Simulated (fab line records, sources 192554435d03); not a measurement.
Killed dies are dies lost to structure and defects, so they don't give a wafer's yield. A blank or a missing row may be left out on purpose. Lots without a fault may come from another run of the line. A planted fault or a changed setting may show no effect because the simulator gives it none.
fab line records | flow n5_finfet
record lots=5 wafers=15 last_day=17
route steps=1938 shown BEOL_M2@843
lots that met no fault: from a run of the same line without faults
start_h: hours from the record's first day to the start of the lot's first wafer shown | wait_h: hours since the lot's step before | " the same as in the row above | L1.1+2: a row that stands for several wafers | - no value, or no start given | * or withheld: withheld | < > ~ a bound
route shown NAME@n: a module of which the file shows steps, and the number in the route of the first | usual: mean/standard deviation of fault-free wafers | same: alike in all rows | chamber/n: place in a boat | sites: the reading at each site | _std_site: their standard deviation | _edge_site: outer sites' mean less inner sites' | radius_mm: how far each site lies from the wafer's centre | mask NAME#n: copy n | behind: the tool/chamber that last shaped the wafer | hold: why the lot was held/for how many hours/how that ended | device: the transistor (n, p or np) that didn't switch | end of line: the same wafers' tests at the end of the route | a step without rows: its recipe alone | killed: dies lost to structure and defects at the first sort, not the wafer's yield | map: a wafer's dies, x killed, . not, _ none there
set.NAME: the setting as run; set.NAME@STEP: as run at that earlier step | model.NAME: the simulator's own value behind a step, which no gauge read
lots at some steps of the route; a table a step, a row a wafer
services: from which hour (start_h, from the record's first day; less than 0 if before it) a tool's chamber was out of use, for how many hours, and why
## steps
# step N5_BEOL_M2_PECVD_72
# recipe material=SiO2 target_thk_a=160 temp_c=400 precursor=TEOS/O2 pressure_torr=5.5 rf_w=450 teos_flow_sccm=53.8 gas=O2 flow_sccm=3000 time_s=18
# usual heater_power_w=733/140 rf_fwd_power_W=443.0/2.2 showerhead_plenum_p_Torr=8.82/0.059 throttle_valve_pct=21.9/0.96
# columns lot.wafer tool chamber start_h wait_h heater_power_w rf_fwd_power_W showerhead_plenum_p_Torr throttle_valve_pct
L078.1 pecvd-03 2 156.12 0.0 855 441.9 8.88 21.0
L078.3 " 0 " " 634 446.1 8.85 20.9
L078.4 " 2 " " 845 440.6 8.87 20.9
L082.2 pecvd-04 1 189.95 0.0 723 445.5 8.81 22.8
L082.4 " 1 " " 702 445.1 8.81 22.8
L082.6 " 0 " " 758 442.2 8.75 22.2
L092.4 pecvd-01 2 241.33 0.1 820 441.2 8.65 20.3
L092.5 " 0 " " 853 441.1 8.87 20.9
L092.6 " 1 " " 755 444.7 8.81 23.0
L093.1 pecvd-01 2 246.35 0.0 860 439.3 8.65 20.6
L093.5 " 2 " " 852 439.3 8.67 20.1
L093.6 " 0 " " 769 441.2 8.88 21.2
L094.2 pecvd-03 1 262.69 0.0 644 443.2 8.82 22.8
L094.3 " 2 " " 1009 439.6 8.86 20.9
L094.4 " 2 " " 993 444.6 8.87 21.0
# step N5_BEOL_M2_HM_DEP_02
# recipe material=TiN target_thk_a=200 temp_c=25 chamber_pressure_pa=0.49996
# usual throttle_valve_pct=29.7/1.2
# columns lot.wafer tool chamber start_h wait_h throttle_valve_pct
L078.1 pvd_sputter-01 - 156.32 0.2 28.3
L078.3 " - " " 31.1
L078.4 " - " " 28.0
L082.2 pvd_sputter-02 - 191.76 1.8 28.0
L082.4 " - " " 31.3
L082.6 " - " " 31.4
L092.4 pvd_sputter-03 - 241.40 0.1 27.8
L092.5 " - " " 30.8
L092.6 " - " " 30.1
L093.1 pvd_sputter-02 - 248.79 2.4 30.9
L093.5 " - " " 31.4
L093.6 " - " " 28.9
L094.2 pvd_sputter-01 - 263.16 0.4 31.1
L094.3 " - " " 28.2
L094.4 " - " " 28.4
# step N5_BEOL_M2_COAT_61
# recipe resist=SOC temp_c=250 time_s=60 spin_rpm=1500 resist_thk_nm=60
# columns lot.wafer tool chamber start_h wait_h
L078.1+3+4 litho_track-02 0 156.45 0.1
L082.2+4+6 litho_track-02 0 191.89 0.1
L092.4+5+6 litho_track-05 0 241.53 0.1
L093.1+5+6 litho_track-05 0 248.92 0.1
L094.2+3+4 litho_track-02 0 263.28 0.1
# step N5_BEOL_M2_COAT_62
# recipe resist=SiARC temp_c=220 time_s=60 spin_rpm=1500 resist_thk_nm=12
# columns lot.wafer tool chamber start_h wait_h
L078.1+3+4 litho_track-02 0 - -
L082.2+4+6 litho_track-02 0 - -
L092.4+5+6 litho_track-05 0 - -
L093.1+5+6 litho_track-05 0 - -
L094.2+3+4 litho_track-02 0 - -
# step N5_BEOL_M2_COAT_73
# recipe resist=underlayer temp_c=205 time_s=60 spin_rpm=1500 resist_thk_nm=5
# columns lot.wafer tool chamber start_h wait_h
L078.1+3+4 litho_track-02 0 - -
L082.2+4+6 litho_track-02 0 - -
L092.4+5+6 litho_track-05 0 - -
L093.1+5+6 litho_track-05 0 - -
L094.2+3+4 litho_track-02 0 - -
# step N5_BEOL_M2_COAT_05
# recipe resist=CAR-EUV spin_rpm=1500 resist_thk_nm=30
# columns lot.wafer tool chamber start_h wait_h
L078.1+3+4 litho_track-02 0 - -
L082.2+4+6 litho_track-02 0 - -
L092.4+5+6 litho_track-05 0 - -
L093.1+5+6 litho_track-05 0 - -
L094.2+3+4 litho_track-02 0 - -
# step N5_BEOL_M2_EBR_07
# recipe solvent=PGMEA ebr_width_mm=1.5
# columns lot.wafer tool chamber start_h wait_h
L078.1+3+4 litho_track-02 0 - -
L082.2+4+6 litho_track-02 0 - -
L092.4+5+6 litho_track-05 0 - -
L093.1+5+6 litho_track-05 0 - -
L094.2+3+4 litho_track-02 0 - -
# step N5_BEOL_M2_SOFTBAKE_06
# recipe temp_c=110 time_s=60 resist=CAR-EUV
# columns lot.wafer tool chamber start_h wait_h
L078.1+3+4 litho_track-02 0 - -
L082.2+4+6 litho_track-02 0 - -
L092.4+5+6 litho_track-05 0 - -
L093.1+5+6 litho_track-05 0 - -
L094.2+3+4 litho_track-02 0 - -
# step N5_BEOL_M2_EXPOSE_08
# recipe mask_id=M2 na=0.33 source_shape=dipole sigma_inner=0.369 sigma_outer=0.767 polarization=unpolarized dose_mj=41.25
# usual stage_msd_nm=0.85/0.061
# columns lot.wafer tool chamber start_h wait_h mask stage_msd_nm
L078.1 euv_scanner-02 0 156.59 - M2#0 0.79
L078.3 " 0 " " M2#0 0.79
L078.4 " 0 " " M2#0 0.80
L082.2 euv_scanner-01 0 192.16 - M2#0 0.93
L082.4 " 0 " " M2#0 0.93
L082.6 " 0 " " M2#0 0.93
L092.4 euv_scanner-02 0 241.68 - M2#0 0.81
L092.5 " 0 " " M2#0 0.81
L092.6 " 0 " " M2#0 0.81
L093.1 euv_scanner-01 0 249.18 - M2#0 0.93
L093.5 " 0 " " M2#0 0.93
L093.6 " 0 " " M2#0 0.93
L094.2 euv_scanner-01 0 263.43 - M2#0 0.93
L094.3 " 0 " " M2#0 0.93
L094.4 " 0 " " M2#0 0.93
# step N5_BEOL_M2_PEB_09
# recipe peb_temp_c=100 peb_time_s=60 resist=CAR-EUV
# columns lot.wafer tool chamber start_h wait_h
L078.1+3+4 litho_track-03 0 156.65 0.1
L082.2+4+6 litho_track-05 0 192.21 0.1
L092.4+5+6 litho_track-03 0 241.73 0.0
L093.1+5+6 litho_track-02 0 249.25 0.1
L094.2+3+4 litho_track-05 0 263.48 0.1
# step N5_BEOL_M2_DEVELOP_10
# recipe develop_time_s=30 developer=TMAH resist=CAR-EUV rinse_liquid=surfactant_rinse dry=air_spin dev_temp_c=23
# columns lot.wafer tool chamber start_h wait_h
L078.1+3+4 litho_track-03 0 - -
L082.2+4+6 litho_track-05 0 - -
L092.4+5+6 litho_track-03 0 - -
L093.1+5+6 litho_track-02 0 - -
L094.2+3+4 litho_track-05 0 - -
# step N5_BEOL_M2_CD_MEAS_11
# recipe target_cd_nm=16.79 landing_energy_ev=500 detector=se_inlens polarity=opening
# usual cd_nm=16.82/0.24
# columns lot.wafer tool chamber start_h wait_h cd_nm
L078.1 cd_sem-02 0 156.72 - 16.30
L078.3 " 0 " " 16.51
L078.4 " 0 " " 16.98
L082.2 cd_sem-03 0 192.28 - 16.80
L082.4 " 0 " " 16.94
L082.6 " 0 " " 16.74
L092.4 cd_sem-01 0 241.80 - 16.75
L092.5 " 0 " " 16.92
L092.6 " 0 " " 16.82
L093.1 cd_sem-02 0 249.31 - 16.95
L093.5 " 0 " " 17.05
L093.6 " 0 " " 17.21
L094.2 cd_sem-02 0 263.55 - 17.10
L094.3 " 0 " " 16.88
L094.4 " 0 " " 16.63
# step N5_BEOL_M2_OVL_MEAS_12
# recipe points_per_wafer=522
# usual M2_OVL=0.1/0.65
# columns lot.wafer tool chamber start_h wait_h M2_OVL[nm]
L078.1 overlay-02 0 156.75 0.0 -0.1
L078.3 " 0 " " -0.6
L078.4 " 0 " " 0.2
L082.2 overlay-01 0 192.32 0.0 -0.9
L082.4 " 0 " " 0.3
L082.6 " 0 " " -0.5
L092.4 overlay-01 0 241.84 0.0 -0.3
L092.5 " 0 " " -0.9
L092.6 " 0 " " -0.1
L093.1 overlay-01 0 249.34 0.0 0.6
L093.5 " 0 " " 0.8
L093.6 " 0 " " 1.1
L094.2 overlay-02 0 263.59 0.0 0.6
L094.3 " 0 " " 0.5
L094.4 " 0 " " 0.6
# step N5_BEOL_M2_INSPECT_13
# recipe mode=adi inspect_instrument=brightfield
# usual raw_defect_count=418/83
# columns lot.wafer tool chamber start_h wait_h raw_defect_count
L078.1 defect_inspect-02 - 156.81 0.1 627
L078.3 " - " " 487
L078.4 " - " " 486
L082.2 defect_inspect-02 - 192.37 0.0 468
L082.4 " - " " 401
L082.6 " - " " 337
L092.4 defect_inspect-02 - 241.89 0.0 300
L092.5 " - " " 388
L092.6 " - " " 244
L093.1 defect_inspect-01 - 249.40 0.1 402
L093.5 " - " " 355
L093.6 " - " " 435
L094.2 defect_inspect-02 - 263.64 0.0 345
L094.3 " - " " 550
L094.4 " - " " 539
# step N5_BEOL_M2_DESCUM_16
# recipe chemistry=O2 time_s=7 source_power_w=50 bias_power_w=20 pressure_mtorr=20 rf_frequency_hz=2.712e+07 temp_c=40 resist=CAR-EUV o2_flow_sccm=225
# usual drypump_motor_current_A=5.6/0.46 oes_product_au=0.81/0.061 rf_fwd_power_W=49.40/0.23 rf_vpp_V=243.2/1.3 showerhead_plenum_p_Torr=2.10/0.066 throttle_valve_pct=20.37/0.24
# columns lot.wafer tool chamber start_h wait_h drypump_motor_current_A oes_product_au rf_fwd_power_W rf_hours_counter_h rf_vpp_V showerhead_plenum_p_Torr throttle_valve_pct
L078.1 rie_diel-03 3 156.84 0.0 6.0 0.77 49.50 127 243.2 2.09 20.12
L078.3 " 1 " " 6.1 0.91 49.13 36 242.8 2.14 20.17
L078.4 " 0 " " 5.5 0.84 49.25 67 245.2 2.22 19.97
L082.2 rie_diel-06 1 192.42 0.1 4.8 0.74 49.22 167 241.0 2.03 20.74
L082.4 " 2 " " 5.4 0.80 49.32 99 241.8 2.01 20.34
L082.6 " 1 " " 4.8 0.74 49.27 - 240.9 2.02 20.75
L092.4 rie_diel-06 0 241.94 0.0 6.3 0.84 49.17 - 242.8 2.03 20.45
L092.5 " 2 " " 5.4 0.78 49.57 - 242.7 2.01 20.38
L092.6 " 1 " " 4.8 0.71 49.35 - 241.6 2.02 20.78
L093.1 rie_diel-02 3 249.44 0.0 5.4 0.76 49.50 170 243.8 2.19 20.60
L093.5 " 2 " " 5.1 0.86 49.11 - 243.8 2.04 20.66
L093.6 " 3 " " 5.4 0.75 49.36 - 244.1 2.19 20.61
L094.2 rie_diel-03 1 263.67 0.0 6.1 0.85 49.28 69 243.3 2.13 20.21
L094.3 " 2 " " 5.6 0.83 49.48 60 243.8 2.12 20.07
L094.4 " 3 " " 6.0 0.74 49.71 162 245.0 2.08 20.18
# step N5_BEOL_M2_ETCH_74
# recipe chemistry=N2/H2 target=underlayer target_depth_a=65 mask_material=CAR-EUV time_s=5.2 ion_energy_ev=200 pressure_mtorr=30 source_w=840 bias_w=150 n2_flow_sccm=200 h2_flow_sccm=200 ends=cleared
# usual drypump_motor_current_A=5.6/0.47 etch_rf_on_time_s=5.28/0.14 oes_product_au=0.69/0.053 rf_fwd_power_W=818.8/2.5 rf_vpp_V=523.7/2.4 showerhead_plenum_p_Torr=2.55/0.076 throttle_valve_pct=17.77/0.27
# columns lot.wafer tool chamber start_h wait_h drypump_motor_current_A etch_rf_on_time_s oes_product_au rf_fwd_power_W rf_hours_counter_h rf_vpp_V showerhead_plenum_p_Torr throttle_valve_pct
L078.1 rie_diel-03 3 156.88 0.0 6.0 5.13 0.65 820.5 127 523.7 2.55 17.72
L078.3 " 1 " " 6.1 5.29 0.76 817.8 36 525.6 2.59 17.56
L078.4 " 0 " " 5.5 5.17 0.71 823.4 67 528.5 2.68 17.27
L082.2 rie_diel-06 1 192.46 0.0 4.9 5.18 0.63 818.5 167 521.9 2.42 17.89
L082.4 " 2 " " 5.5 5.50 0.67 819.1 99 520.7 2.45 17.69
L082.6 " 1 " " 4.8 5.16 0.64 822.0 - 521.6 2.42 17.88
L092.4 rie_diel-06 0 241.96 0.0 6.2 5.22 0.71 817.5 - 520.9 2.47 17.83
L092.5 " 2 " " 5.4 5.53 0.67 819.4 - 521.3 2.45 17.70
L092.6 " 1 " " 4.8 5.28 0.62 823.6 - 520.7 2.41 17.91
L093.1 rie_diel-02 3 249.47 0.0 5.4 5.39 0.63 822.3 170 526.1 2.64 17.87
L093.5 " 2 " " 5.2 5.10 0.73 819.3 - 521.1 2.48 18.19
L093.6 " 3 " " 5.4 5.31 0.63 821.3 - 523.4 2.64 17.87
L094.2 rie_diel-03 1 263.71 0.0 6.1 5.28 0.73 814.7 69 525.7 2.58 17.62
L094.3 " 2 " " 5.6 5.17 0.71 820.2 60 526.5 2.57 17.37
L094.4 " 3 " " 6.0 5.15 0.62 818.8 162 524.1 2.53 17.79
# step N5_BEOL_M2_ETCH_63
# recipe chemistry=CF4 target=SiARC target_depth_a=156 mask_material=CAR-EUV time_s=26 ion_energy_ev=80 pressure_mtorr=40 source_w=545 bias_w=36 Ar_flow_sccm=100 cf4_flow_sccm=100 ends=cleared
# usual drypump_motor_current_A=5.6/0.46 etch_rf_on_time_s=26.4/0.7 mfc_ar_sccm=100.01/0.28 oes_product_au=0.69/0.053 rf_fwd_power_W=532.9/2.2 rf_vpp_V=184.1/1.1 showerhead_plenum_p_Torr=2.15/0.057 throttle_valve_pct=15.55/0.23
# columns lot.wafer tool chamber start_h wait_h drypump_motor_current_A etch_rf_on_time_s mfc_ar_sccm oes_product_au rf_fwd_power_W rf_hours_counter_h rf_vpp_V showerhead_plenum_p_Torr throttle_valve_pct
L078.1 rie_diel-03 3 156.89 0.0 6.0 25.6 100.06 0.65 532.9 127 183.7 2.14 15.35
L078.3 " 1 " " 6.1 26.9 100.09 0.76 532.1 36 183.4 2.19 15.36
L078.4 " 0 " " 5.5 25.9 99.90 0.73 536.6 67 185.4 2.24 15.05
L082.2 rie_diel-06 1 192.47 0.0 4.8 26.3 99.50 0.64 529.6 167 182.4 2.05 15.74
L082.4 " 2 " " 5.5 27.4 100.02 0.68 533.7 99 182.6 2.09 15.65
L082.6 " 1 " " 4.8 26.5 99.93 0.63 529.6 - 185.0 2.05 15.72
L092.4 rie_diel-06 0 241.98 0.0 6.2 25.9 100.04 0.71 532.8 - 183.8 2.10 15.69
L092.5 " 2 " " 5.5 27.7 100.00 0.66 532.6 - 183.2 2.08 15.69
L092.6 " 1 " " 4.9 26.8 99.98 0.61 532.0 - 183.6 2.04 15.76
L093.1 rie_diel-02 3 249.49 0.0 5.4 26.3 100.17 0.63 529.9 171 185.2 2.22 15.75
L093.5 " 2 " " 5.1 25.2 100.39 0.75 532.8 - 182.8 2.08 15.70
L093.6 " 3 " " 5.4 26.7 100.12 0.63 531.6 - 183.1 2.22 15.73
L094.2 rie_diel-03 1 263.73 0.0 6.1 26.8 100.06 0.72 536.2 69 184.1 2.18 15.44
L094.3 " 2 " " 5.6 25.8 99.87 0.70 527.2 60 185.1 2.18 15.28
L094.4 " 3 " " 6.0 25.8 99.92 0.63 533.5 162 183.7 2.13 15.40
# step N5_BEOL_M2_ETCH_64
# recipe chemistry=N2/H2 target=SOC target_depth_a=750 overetch_a=225 mask_material=SiARC temp_c=40 time_s=121.9 ion_energy_ev=200 pressure_mtorr=30 source_w=840 bias_w=150 n2_flow_sccm=200 h2_flow_sccm=200
# usual drypump_motor_current_A=5.6/0.47 oes_product_au=0.62/0.045 rf_fwd_power_W=837.1/2.8 rf_vpp_V=524.0/2.2 showerhead_plenum_p_Torr=2.55/0.076 throttle_valve_pct=17.72/0.27
# columns lot.wafer tool chamber start_h wait_h drypump_motor_current_A oes_product_au rf_fwd_power_W rf_hours_counter_h rf_vpp_V showerhead_plenum_p_Torr throttle_valve_pct
L078.1 rie_diel-03 3 156.92 0.0 6.0 0.58 838.0 127 523.4 2.55 17.66
L078.3 " 1 " " 6.1 0.68 837.9 36 525.0 2.59 17.50
L078.4 " 0 " " 5.4 0.63 837.7 67 528.9 2.68 17.23
L082.2 rie_diel-06 1 192.50 0.0 4.8 0.56 834.1 167 521.5 2.42 17.84
L082.4 " 2 " " 5.4 0.63 837.4 99 523.0 2.45 17.64
L082.6 " 1 " " 4.9 0.56 833.2 - 521.0 2.42 17.84
L092.4 rie_diel-06 0 242.05 0.1 6.3 0.64 835.7 - 522.4 2.47 17.78
L092.5 " 2 " " 5.4 0.61 836.7 - 520.0 2.45 17.68
L092.6 " 1 " " 4.8 0.55 838.4 - 521.8 2.41 17.88
L093.1 rie_diel-02 3 249.52 0.0 5.4 0.57 836.3 171 526.6 2.64 17.84
L093.5 " 2 " " 5.1 0.66 837.4 - 521.6 2.48 18.13
L093.6 " 3 " " 5.4 0.57 835.9 - 526.9 2.64 17.83
L094.2 rie_diel-03 1 263.75 0.0 6.1 0.65 834.8 69 525.1 2.58 17.55
L094.3 " 2 " " 5.6 0.63 837.3 60 526.4 2.57 17.32
L094.4 " 3 " " 6.0 0.56 840.0 162 522.9 2.53 17.75
## services
# columns tool chamber start_h hours kind
pecvd-03 - 136.71 1.1 repair
pvd_sputter-03 - 137.72 2.9 repair
pecvd-03 - 145.76 1.0 repair
pecvd-04 - 150.68 0.5 repair
rie_diel-06 0 162.38 3.7 repair
rie_diel-02 1 162.82 3.1 repair
pvd_sputter-03 - 164.10 7.1 repair
euv_scanner-02 - 165.44 1.0 pm
euv_scanner-01 - 176.56 1.0 pm
pecvd-01 2 190.23 2.3 repair
pecvd-01 2 192.53 5.5 scheduled_down
euv_scanner-02 - 193.10 4.6 pm
pecvd-04 - 195.44 5.5 pm
pecvd-01 2 202.38 - clean
pecvd-01 2 202.38 - consumable_replace:showerhead
pecvd-01 2 202.38 29.0 scheduled_down
pecvd-01 2 202.38 29.0 vent_cycle
euv_scanner-02 - 221.59 1.0 pm
euv_scanner-02 - 232.00 5.8 pm
euv_scanner-01 0 235.32 - calibration
rie_diel-06 3 237.05 5.0 repair
euv_scanner-01 - 237.83 1.0 pm
pecvd-01 - 255.43 0.8 repair
euv_scanner-02 - 257.08 0.2 repair
## key
fault none
